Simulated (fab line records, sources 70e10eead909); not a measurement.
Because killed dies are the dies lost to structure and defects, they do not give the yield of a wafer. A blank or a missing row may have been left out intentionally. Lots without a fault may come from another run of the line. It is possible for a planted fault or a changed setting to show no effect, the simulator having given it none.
Which tool did it? || flow nand harc || Sampling: 13 lots, 39 wafers, 5 of 1302 route steps

== WHAT THE GAUGES SHOWED, per wafer ==
NHARC_A_ONON_D2_THK_MEAS_14: measures by ellipsometry. Usual: thk nm at 1001 nm, with a standard deviation of 11.
{"lot": "L504", "measured": "day 12 18:18", "on": "film metro-01", "thk nm (nm)": "990 991 989", "flag": ""}
{"lot": "L503", "measured": "day 12 18:22", "on": "film metro-02", "thk nm (nm)": "1003 1004 1001", "flag": ""}
{"lot": "L505", "measured": "day 13 12:14", "on": "film metro-01", "thk nm (nm)": "1012 1013 1012", "flag": ""}
{"lot": "L507", "measured": "day 14 00:53", "on": "film metro-02", "thk nm (nm)": "1005 1005 1007", "flag": ""}
{"lot": "L506", "measured": "day 14 01:14", "on": "film metro-01", "thk nm (nm)": "985 985 984", "flag": ""}
{"lot": "L515", "measured": "day 17 20:49", "on": "film metro-02", "thk nm (nm)": "1888 1886 1887", "flag": "OFF"}
{"lot": "L518", "measured": "day 18 18:46", "on": "film metro-02", "thk nm (nm)": "1868 1870 1869", "flag": "OFF"}
{"lot": "L521", "measured": "day 19 21:07", "on": "film metro-01", "thk nm (nm)": "1009 1011 1009", "flag": ""}
{"lot": "L522", "measured": "day 20 03:32", "on": "film metro-01", "thk nm (nm)": "989 989 987", "flag": ""}
{"lot": "L523", "measured": "day 20 23:02", "on": "film metro-02", "thk nm (nm)": "1025 1022 1025", "flag": ""}
{"lot": "L525", "measured": "day 21 12:46", "on": "film metro-01", "thk nm (nm)": "1013 1015 1014", "flag": ""}
{"lot": "L524", "measured": "day 21 12:57", "on": "film metro-01", "thk nm (nm)": "989 989 991", "flag": ""}
{"lot": "L526", "measured": "day 22 12:07", "on": "film metro-01", "thk nm (nm)": "1003 1001 1000", "flag": ""}

NHARC_END_SORT_01. Usual: killed at array 56, standard deviation 19; killed at other 1.0, standard deviation 1.3; killed at periphery 3.8, standard deviation 2.2; killed dies 61, standard deviation 19; killed open 3.1, standard deviation 1.9; killed short 2.3, standard deviation 1.5.
{"lot": "L515", "measured": "day 29 09:46", "on": "prober-01", "killed at array": "673 672 673", "killed at other": "1 1 0", "killed at periphery": "3 4 4", "killed dies": "677 677 677", "killed open": "2 2 4", "killed short": "3 2 2", "flag": "OFF"}
{"lot": "L518", "measured": "day 30 17:17", "on": "prober-02", "killed at array": "676 675 674", "killed at other": "0 0 1", "killed at periphery": "1 2 2", "killed dies": "677 677 677", "killed open": "3 4 3", "killed short": "3 3 2", "flag": "OFF"}

== WHICH TOOL RAN EACH LOT (tool, then ch and the chambers of the sampled wafers, then the start) ==
{"lot": "L504", "NHARC_A_CHANNEL_FILL_D1_ETCHBACK_08": "rie diel-13 ch 0,1,2, day 11 03:07 or earlier", "NHARC_A_DECK1_JOINT_ETCHBACK_07": "rie si-06 ch 0,1,2, day 11 03:07", "NHARC_A_ONON_D2_DEP_12": "pecvd onon-04 ch 0, day 12 17:47"}
{"lot": "L503", "NHARC_A_CHANNEL_FILL_D1_ETCHBACK_08": "rie diel-09 ch 0,1,2, day 11 03:06 or earlier", "NHARC_A_DECK1_JOINT_ETCHBACK_07": "rie si-05 ch 1,3, day 11 03:06", "NHARC_A_ONON_D2_DEP_12": "pecvd onon-02 ch 0, day 12 17:52"}
{"lot": "L505", "NHARC_A_CHANNEL_FILL_D1_ETCHBACK_08": "rie diel-13 ch 1,2, day 11 20:37 or earlier", "NHARC_A_DECK1_JOINT_ETCHBACK_07": "rie si-05 ch 0,1,3, day 11 20:37", "NHARC_A_ONON_D2_DEP_12": "pecvd onon-01 ch 0, day 13 11:43"}
{"lot": "L507", "NHARC_A_CHANNEL_FILL_D1_ETCHBACK_08": "rie diel-09 ch 1,2,3, day 12 13:19 or earlier", "NHARC_A_DECK1_JOINT_ETCHBACK_07": "rie si-05 ch 1,3, day 12 13:19", "NHARC_A_ONON_D2_DEP_12": "pecvd onon-01 ch 0, day 14 00:29"}
{"lot": "L506", "NHARC_A_CHANNEL_FILL_D1_ETCHBACK_08": "rie diel-13 ch 0,2,3, day 12 13:29 or earlier", "NHARC_A_DECK1_JOINT_ETCHBACK_07": "rie si-04 ch 0,1,2, day 12 13:29", "NHARC_A_ONON_D2_DEP_12": "pecvd onon-01 ch 0, day 14 00:50"}
{"lot": "L515", "NHARC_A_CHANNEL_FILL_D1_ETCHBACK_08": "rie diel-09 ch 1,2, day 16 04:23 or earlier", "NHARC_A_DECK1_JOINT_ETCHBACK_07": "rie si-06 ch 0,3, day 16 04:23", "NHARC_A_ONON_D2_DEP_12": "pecvd onon-01 ch 0, day 17 20:21"}
{"lot": "L518", "NHARC_A_CHANNEL_FILL_D1_ETCHBACK_08": "rie diel-09 ch 0,2,3, day 17 03:09 or earlier", "NHARC_A_DECK1_JOINT_ETCHBACK_07": "rie si-06 ch 2,3, day 17 03:09", "NHARC_A_ONON_D2_DEP_12": "pecvd onon-01 ch 0, day 18 18:22"}
{"lot": "L521", "NHARC_A_CHANNEL_FILL_D1_ETCHBACK_08": "rie diel-13 ch 1,2,3, day 18 07:01 or earlier", "NHARC_A_DECK1_JOINT_ETCHBACK_07": "rie si-05 ch 2,3, day 18 07:01", "NHARC_A_ONON_D2_DEP_12": "pecvd onon-02 ch 0, day 19 20:43"}
{"lot": "L522", "NHARC_A_CHANNEL_FILL_D1_ETCHBACK_08": "rie diel-11 ch 1,2,3, day 18 14:29 or earlier", "NHARC_A_DECK1_JOINT_ETCHBACK_07": "rie si-05 ch 0,1,3, day 18 14:29", "NHARC_A_ONON_D2_DEP_12": "pecvd onon-02 ch 0, day 20 03:05"}
{"lot": "L523", "NHARC_A_CHANNEL_FILL_D1_ETCHBACK_08": "rie diel-13 ch 0,1,2, day 19 11:46 or earlier", "NHARC_A_DECK1_JOINT_ETCHBACK_07": "rie si-06 ch 0,1,3, day 19 11:46", "NHARC_A_ONON_D2_DEP_12": "pecvd onon-04 ch 0, day 20 22:40"}
{"lot": "L525", "NHARC_A_CHANNEL_FILL_D1_ETCHBACK_08": "rie diel-09 ch 1,3, day 20 00:04 or earlier", "NHARC_A_DECK1_JOINT_ETCHBACK_07": "rie si-05 ch 0,2,3, day 20 00:04", "NHARC_A_ONON_D2_DEP_12": "pecvd onon-02 ch 0, day 21 12:16"}
{"lot": "L524", "NHARC_A_CHANNEL_FILL_D1_ETCHBACK_08": "rie diel-11 ch 0,2, day 20 00:04 or earlier", "NHARC_A_DECK1_JOINT_ETCHBACK_07": "rie si-06 ch 1,3, day 20 00:04", "NHARC_A_ONON_D2_DEP_12": "pecvd onon-01 ch 0, day 21 12:30"}
{"lot": "L526", "NHARC_A_CHANNEL_FILL_D1_ETCHBACK_08": "rie diel-13 ch 0,2, day 20 13:11 or earlier", "NHARC_A_DECK1_JOINT_ETCHBACK_07": "rie si-04 ch 2,3, day 20 13:11", "NHARC_A_ONON_D2_DEP_12": "pecvd onon-02 ch 0, day 22 11:36"}
- NHARC_A_CHANNEL_FILL_D1_ETCHBACK_08: etches the open film in C4F8, target depth 220 nm, time 110 s.
- NHARC_A_DECK1_JOINT_ETCHBACK_07: etches the open film in HBr, target depth 105 nm, time 26.9 s.
- NHARC_A_ONON_D2_DEP_12: target thk 1000 nm.

== AS READ BY THE TOOLS THEMSELVES (means over the sampled wafers that have a number; for cases with no such wafer, the mark the record gives instead) ==
NHARC_A_CHANNEL_FILL_D1_ETCHBACK_08. Usual: chamber pressure mTorr 24.996 mTorr, standard deviation 0.022; oes product au 0.96 a.u., standard deviation 0.039; rf vpp V 441.4 V, standard deviation 2.9.
{"lot": "L504", "tool": "rie diel-13", "chamber pressure mTorr (mTorr)": 24.982, "oes product au (a.u.)": 1.00, "rf vpp V (V)": 440.8, "flag": ""}
{"lot": "L503", "tool": "rie diel-09", "chamber pressure mTorr (mTorr)": 24.992, "oes product au (a.u.)": 0.92, "rf vpp V (V)": 439.7, "flag": ""}
{"lot": "L505", "tool": "rie diel-13", "chamber pressure mTorr (mTorr)": 25.014, "oes product au (a.u.)": 0.99, "rf vpp V (V)": 441.3, "flag": ""}
{"lot": "L507", "tool": "rie diel-09", "chamber pressure mTorr (mTorr)": 24.988, "oes product au (a.u.)": 0.93, "rf vpp V (V)": 439.9, "flag": ""}
{"lot": "L506", "tool": "rie diel-13", "chamber pressure mTorr (mTorr)": 24.997, "oes product au (a.u.)": 0.92, "rf vpp V (V)": 441.4, "flag": ""}
{"lot": "L515", "tool": "rie diel-09", "chamber pressure mTorr (mTorr)": 24.984, "oes product au (a.u.)": 0.94, "rf vpp V (V)": 440.9, "flag": ""}
{"lot": "L518", "tool": "rie diel-09", "chamber pressure mTorr (mTorr)": 25.016, "oes product au (a.u.)": 0.92, "rf vpp V (V)": 440.1, "flag": ""}
{"lot": "L521", "tool": "rie diel-13", "chamber pressure mTorr (mTorr)": 25.013, "oes product au (a.u.)": 0.99, "rf vpp V (V)": 441.2, "flag": ""}
{"lot": "L522", "tool": "rie diel-11", "chamber pressure mTorr (mTorr)": 24.986, "oes product au (a.u.)": 0.94, "rf vpp V (V)": 442.9, "flag": ""}
{"lot": "L523", "tool": "rie diel-13", "chamber pressure mTorr (mTorr)": 24.981, "oes product au (a.u.)": 1.00, "rf vpp V (V)": 441.7, "flag": ""}
{"lot": "L525", "tool": "rie diel-09", "chamber pressure mTorr (mTorr)": 25.000, "oes product au (a.u.)": 0.92, "rf vpp V (V)": 439.7, "flag": ""}
{"lot": "L524", "tool": "rie diel-11", "chamber pressure mTorr (mTorr)": 24.985, "oes product au (a.u.)": 1.02, "rf vpp V (V)": 443.1, "flag": ""}
{"lot": "L526", "tool": "rie diel-13", "chamber pressure mTorr (mTorr)": 25.008, "oes product au (a.u.)": 0.92, "rf vpp V (V)": 441.5, "flag": ""}

NHARC_A_DECK1_JOINT_ETCHBACK_07. Usual: chamber pressure mTorr 15.000 mTorr, standard deviation 0.014; drypump motor current A 5.7 A, standard deviation 0.44; oes product au 1.002 a.u., standard deviation 0.011; throttle valve pct 23.266 %, standard deviation 0.0088.
{"lot": "L504", "tool": "rie si-06", "chamber pressure mTorr (mTorr)": 14.993, "drypump motor current A (A)": 5.5, "oes product au (a.u.)": 1.004, "throttle valve pct (%)": 23.268, "flag": ""}
{"lot": "L503", "tool": "rie si-05", "chamber pressure mTorr (mTorr)": 14.992, "drypump motor current A (A)": 5.6, "oes product au (a.u.)": 0.996, "throttle valve pct (%)": 23.262, "flag": ""}
{"lot": "L505", "tool": "rie si-05", "chamber pressure mTorr (mTorr)": 15.006, "drypump motor current A (A)": 5.9, "oes product au (a.u.)": 0.995, "throttle valve pct (%)": 23.272, "flag": ""}
{"lot": "L507", "tool": "rie si-05", "chamber pressure mTorr (mTorr)": 14.993, "drypump motor current A (A)": 6.0, "oes product au (a.u.)": 1.003, "throttle valve pct (%)": 23.274, "flag": ""}
{"lot": "L506", "tool": "rie si-04", "chamber pressure mTorr (mTorr)": 15.002, "drypump motor current A (A)": 5.7, "oes product au (a.u.)": 1.011, "throttle valve pct (%)": 23.270, "flag": ""}
{"lot": "L515", "tool": "rie si-06", "chamber pressure mTorr (mTorr)": 14.995, "drypump motor current A (A)": 5.5, "oes product au (a.u.)": 1.016, "throttle valve pct (%)": 23.269, "flag": ""}
{"lot": "L518", "tool": "rie si-06", "chamber pressure mTorr (mTorr)": 14.995, "drypump motor current A (A)": 5.3, "oes product au (a.u.)": 1.006, "throttle valve pct (%)": 23.272, "flag": ""}
{"lot": "L521", "tool": "rie si-05", "chamber pressure mTorr (mTorr)": 15.004, "drypump motor current A (A)": 6.1, "oes product au (a.u.)": 1.002, "throttle valve pct (%)": 23.261, "flag": ""}
{"lot": "L522", "tool": "rie si-05", "chamber pressure mTorr (mTorr)": 15.003, "drypump motor current A (A)": 5.9, "oes product au (a.u.)": 0.986, "throttle valve pct (%)": 23.270, "flag": ""}
{"lot": "L523", "tool": "rie si-06", "chamber pressure mTorr (mTorr)": 15.003, "drypump motor current A (A)": 5.5, "oes product au (a.u.)": 1.010, "throttle valve pct (%)": 23.266, "flag": ""}
{"lot": "L525", "tool": "rie si-05", "chamber pressure mTorr (mTorr)": 15.005, "drypump motor current A (A)": 6.1, "oes product au (a.u.)": 0.997, "throttle valve pct (%)": 23.268, "flag": ""}
{"lot": "L524", "tool": "rie si-06", "chamber pressure mTorr (mTorr)": 15.019, "drypump motor current A (A)": 5.5, "oes product au (a.u.)": 1.001, "throttle valve pct (%)": 23.259, "flag": ""}
{"lot": "L526", "tool": "rie si-04", "chamber pressure mTorr (mTorr)": 15.007, "drypump motor current A (A)": 5.6, "oes product au (a.u.)": 1.016, "throttle valve pct (%)": 23.264, "flag": ""}

NHARC_A_ONON_D2_DEP_12. Usual: n2o flow sccm at 2001 sccm, with a standard deviation of 6.5.
{"lot": "L504", "tool": "pecvd onon-04", "n2o flow sccm (sccm)": 2002, "flag": ""}
{"lot": "L503", "tool": "pecvd onon-02", "n2o flow sccm (sccm)": 1995, "flag": ""}
{"lot": "L505", "tool": "pecvd onon-01", "n2o flow sccm (sccm)": 1991, "flag": ""}
{"lot": "L507", "tool": "pecvd onon-01", "n2o flow sccm (sccm)": 2005, "flag": ""}
{"lot": "L506", "tool": "pecvd onon-01", "n2o flow sccm (sccm)": 1997, "flag": ""}
{"lot": "L515", "tool": "pecvd onon-01", "n2o flow sccm (sccm)": 2005, "flag": ""}
{"lot": "L518", "tool": "pecvd onon-01", "n2o flow sccm (sccm)": 2000, "flag": ""}
{"lot": "L521", "tool": "pecvd onon-02", "n2o flow sccm (sccm)": 2002, "flag": ""}
{"lot": "L522", "tool": "pecvd onon-02", "n2o flow sccm (sccm)": 2006, "flag": ""}
{"lot": "L523", "tool": "pecvd onon-04", "n2o flow sccm (sccm)": 1996, "flag": ""}
{"lot": "L525", "tool": "pecvd onon-02", "n2o flow sccm (sccm)": 1990, "flag": ""}
{"lot": "L524", "tool": "pecvd onon-01", "n2o flow sccm (sccm)": 2006, "flag": ""}
{"lot": "L526", "tool": "pecvd onon-02", "n2o flow sccm (sccm)": 2003, "flag": ""}

== THE ANSWER, worked out from the rows above alone ==
Rule: take the mean of a lot's wafers that have a number; if it is more than 3 standard deviations from the usual mean, the lot is off. Also off: a lot with no number at a reading for which 4 or more lots have one. Where the step has rows for the other lots, those lots are counted as sound. After the gauges, taken in route order, come the tools' own readings; for these a lot's mean is taken, as printed above. At the first step where some lot is off, the reading lying furthest off is the one used; lots without a number count as furthest.
Off at NHARC_A_ONON_D2_THK_MEAS_14 (thk nm): L515, L518.
If a tool, at a process step before that reading, ran all the lots that are off and no sound lot after the first of them, it fits. Not tried: the gauges at NHARC_A_ONON_D2_THK_MEAS_14; whatever is off there is also off at NHARC_END_SORT_01, on other tools, and gauge error can't account for it. With no start given for some of its lots, NHARC_A_CHANNEL_FILL_D1_ETCHBACK_08 uses the hours and lot order of NHARC_A_DECK1_JOINT_ETCHBACK_07. Not one of the candidates tried fits.

== WHAT THE SIMULATOR HAD INSERTED ==
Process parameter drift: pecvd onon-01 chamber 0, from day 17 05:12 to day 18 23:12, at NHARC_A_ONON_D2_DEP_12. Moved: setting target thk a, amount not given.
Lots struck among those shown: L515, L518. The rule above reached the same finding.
